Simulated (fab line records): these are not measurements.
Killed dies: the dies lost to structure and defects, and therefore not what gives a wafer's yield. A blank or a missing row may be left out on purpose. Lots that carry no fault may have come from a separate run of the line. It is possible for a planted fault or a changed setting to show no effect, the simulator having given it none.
Which tool was responsible? | flow n5-finfet | 24 lots with 72 wafers sampled at 3 steps, on a route of 1938 steps

## WHAT THE GAUGES SHOWED, per wafer
N5_BEOL_M12_INSPECT_12: inspects for defects (macro).
lot  | measured     | on                | raw-defect-count
L074 | day 11 06:03 | defect-inspect-01 | 2 3 0
L075 | day 11 14:18 | defect-inspect-02 | 5 4 3
L076 | day 11 20:36 | defect-inspect-01 | 1 1 1
L079 | day 12 01:06 | defect-inspect-01 | 4 1 1
L078 | day 12 01:50 | defect-inspect-01 | 6 0 3
L077 | day 12 01:59 | defect-inspect-01 | 2 3 3
L080 | day 12 18:29 | defect-inspect-01 | 2 2 1
L083 | day 12 20:04 | defect-inspect-01 | 1 3 3
L081 | day 12 20:49 | defect-inspect-02 | 3 3 4
L082 | day 12 21:28 | defect-inspect-01 | 2 2 4
L084 | day 13 08:34 | defect-inspect-02 | 2 1 0
L085 | day 13 18:43 | defect-inspect-01 | 4 2 5
L087 | day 14 08:31 | defect-inspect-01 | 3 1 2
L086 | day 14 14:36 | defect-inspect-02 | 0 3 3
L089 | day 14 22:13 | defect-inspect-01 | 3 2 1
L088 | day 14 23:53 | defect-inspect-02 | 1 1 1
L091 | day 15 04:58 | defect-inspect-01 | 5 6 1
L090 | day 15 07:48 | defect-inspect-01 | 2 2 4
L093 | day 15 14:46 | defect-inspect-02 | 5 4 2
L092 | day 16 07:46 | defect-inspect-02 | 2 1 1
L094 | day 16 15:26 | defect-inspect-01 | 3 0 0
L095 | day 16 22:14 | defect-inspect-02 | 4 0 3
L096 | day 16 23:13 | defect-inspect-02 | 2 5 3
L097 | day 17 02:16 | defect-inspect-01 | 2 3 3

N5_BEOL_M12_CD_MEAS_17: target cd 140 nm.
lot  | measured     | on        | cd-nm (nm)
L074 | day 11 07:25 | cd-sem-03 | 141.1 139.1 139.6
L075 | day 11 15:07 | cd-sem-02 | 138.0 139.7 136.1
L076 | day 11 21:08 | cd-sem-01 | 139.7 143.3 142.7
L079 | day 12 01:41 | cd-sem-03 | 141.5 141.9 140.5
L078 | day 12 02:22 | cd-sem-01 | 138.4 141.5 139.5
L077 | day 12 02:33 | cd-sem-01 | 140.8 136.3 139.0
L080 | day 12 19:04 | cd-sem-03 | 143.0 140.8 138.9
L083 | day 12 20:38 | cd-sem-03 | 142.4 143.3 145.6
L081 | day 12 21:20 | cd-sem-03 | 145.8 140.7 144.5
L082 | day 12 22:07 | cd-sem-03 | 143.0 140.5 140.8
L084 | day 13 09:05 | cd-sem-02 | 139.2 138.1 135.7
L085 | day 13 19:17 | cd-sem-02 | 144.1 138.3 142.1
L087 | day 14 09:22 | cd-sem-03 | 139.0 135.7 140.7
L086 | day 14 15:08 | cd-sem-03 | 142.0 142.9 137.3
L089 | day 14 22:44 | cd-sem-03 | 139.9 138.3 137.0
L088 | day 15 00:25 | cd-sem-03 | 142.9 136.8 137.9
L091 | day 15 05:30 | cd-sem-03 | 136.3 140.4 137.1
L090 | day 15 08:20 | cd-sem-03 | 145.0 138.9 142.3
L093 | day 15 15:18 | cd-sem-03 | 138.6 139.2 136.0
L092 | day 16 08:18 | cd-sem-01 | 137.8 140.1 136.6
L094 | day 16 16:16 | cd-sem-02 | 140.2 135.4 139.6
L095 | day 16 22:46 | cd-sem-01 | 143.9 139.3 139.1
L096 | day 16 23:45 | cd-sem-03 | 140.2 142.1 138.1
L097 | day 17 02:48 | cd-sem-01 | 138.9 142.4 139.4

N5_BEOL_M12_INSPECT_30: inspects for defects (macro).
lot  | measured     | on                | raw-defect-count
L074 | day 11 07:47 | defect-inspect-02 | 2 7 3
L075 | day 11 15:37 | defect-inspect-01 | 1 1 3
L076 | day 11 21:31 | defect-inspect-01 | 1 0 1
L079 | day 12 02:11 | defect-inspect-01 | 5 1 2
L078 | day 12 02:46 | defect-inspect-02 | 0 4 2
L077 | day 12 02:56 | defect-inspect-01 | 1 2 3
L080 | day 12 19:34 | defect-inspect-02 | 2 2 0
L083 | day 12 21:01 | defect-inspect-01 | 2 0 2
L081 | day 12 21:43 | defect-inspect-02 | 2 1 3
L082 | day 12 22:37 | defect-inspect-02 | 2 1 1
L084 | day 13 09:28 | defect-inspect-02 | 1 0 1
L085 | day 13 19:47 | defect-inspect-01 | 1 1 3
L087 | day 14 09:52 | defect-inspect-01 | 1 3 1
L086 | day 14 15:38 | defect-inspect-01 | 2 3 1
L089 | day 14 23:14 | defect-inspect-01 | 4 8 4
L088 | day 15 00:56 | defect-inspect-01 | 4 1 2
L091 | day 15 05:52 | defect-inspect-01 | 3 1 1
L090 | day 15 08:53 | defect-inspect-02 | 4 1 1
L093 | day 15 15:41 | defect-inspect-02 | 4 2 1
L092 | day 16 08:49 | defect-inspect-02 | 2 2 3
L094 | day 16 16:47 | defect-inspect-02 | 1 1 2
L095 | day 16 23:08 | defect-inspect-02 | 5 3 0
L096 | day 17 00:15 | defect-inspect-01 | 3 4 3
L097 | day 17 03:11 | defect-inspect-01 | 1 2 1

## WHAT TOOL EACH LOT RAN ON (gives the tool, then ch and the chambers of the sampled wafers, and finally the start)
Record: no process step prior to these readings.

## WHAT THE TOOLS THEMSELVES READ (means of the sampled wafers that have a number; where no wafer has one, the mark that the record gives instead)
The record holds no such reading with a usual standard deviation.

## THE ANSWER, worked out from the rows above alone
Rule: the usual values come from the lots themselves. Put in order of their means at a reading, lots are off if they are a third of the lots or fewer, leave a main group of 4 or more, and stand apart from it by a gap of 3 or more times the standard deviation of the main group's means; of several such gaps the widest counts. The tables above print the reading to a certain number of digits; a main group whose means all agree to those digits is not used. Also off: a lot with no number at a reading for which 4 or more lots have one. The other lots that the step has rows for count as sound. The gauges are gone through in route order, then the tools' own readings, and for those a lot's mean is taken as printed above. The first step at which some lot is off is used, and at that step the reading that is off furthest; a lot without a number counts as furthest.
No lot is off on any of the readings shown, so nothing can be concluded from this.

## WHAT WAS PUT IN BY THE SIMULATOR
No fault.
